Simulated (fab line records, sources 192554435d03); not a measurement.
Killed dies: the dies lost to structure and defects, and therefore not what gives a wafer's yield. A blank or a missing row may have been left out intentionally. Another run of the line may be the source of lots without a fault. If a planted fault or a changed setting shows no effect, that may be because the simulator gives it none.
Chamber matching | flow n5_finfet | rie_diel-03 running N5_BEOL_M10_DESCUM_33: 4 sister chambers
The step chemistry O2, time 7.9 s. 8 wafers are shown with their chamber, then 9 later ones without.

== WAFERS, EACH WITH ITS CHAMBER ==
wafer  | chamber | showerhead_plenum_p_Torr (Torr) | drypump_motor_current_A (A)
L080.2 | 3       | 2.09                            | 5.2
L080.3 | 0       | 2.15                            | 5.3
L085.1 | 3       | 2.09                            | 5.1
L085.2 | 0       | 2.14                            | 5.3
L085.3 | 1       | 2.12                            | 5.8
L085.4 | 2       | 2.09                            | 6.3
L085.5 | 1       | 2.12                            | 5.8
L085.6 | 2       | 2.09                            | 6.2

== WAFERS WHOSE CHAMBER IS MISSING ==
wafer  | showerhead_plenum_p_Torr (Torr) | drypump_motor_current_A (A)
L094.4 | 2.08                            | 6.3
L094.5 | 2.13                            | 5.3
L094.6 | 2.08                            | 5.1
L097.1 | 2.11                            | 5.8
L097.2 | 2.08                            | 5.1
L097.3 | 2.08                            | 6.2
L097.4 | 2.13                            | 5.3
L097.5 | 2.08                            | 5.1
L097.6 | 2.08                            | 6.3

== EACH ONE'S CHAMBER ==
wafer  | from the rows above | in truth
L094.4 | 2                   | 2
L094.5 | 0                   | 0
L094.6 | 3                   | 3
L097.1 | 1                   | 1
L097.2 | 3                   | 3
L097.3 | 2                   | 2
L097.4 | 0                   | 0
L097.5 | 3                   | 3
L097.6 | 2                   | 2
Correctly placed: 9 of 9. From these rows, 0 cannot be placed. Number placed wrongly: 0.
How it was worked out, from the rows above alone: a wafer's distance from a chamber is the root of the sum, over the readings, of the square of ((its reading less the chamber's mean) divided by the reading's scatter). The wafer belongs to the nearest chamber; if the next one is less than 2 further off, it can't be placed. The mean given for a chamber averages the wafers shown for that chamber. The scatter is the square root of a quotient: the sum, over the shown wafers, of each reading's squared deviation from its chamber's mean, divided by wafers minus chambers.
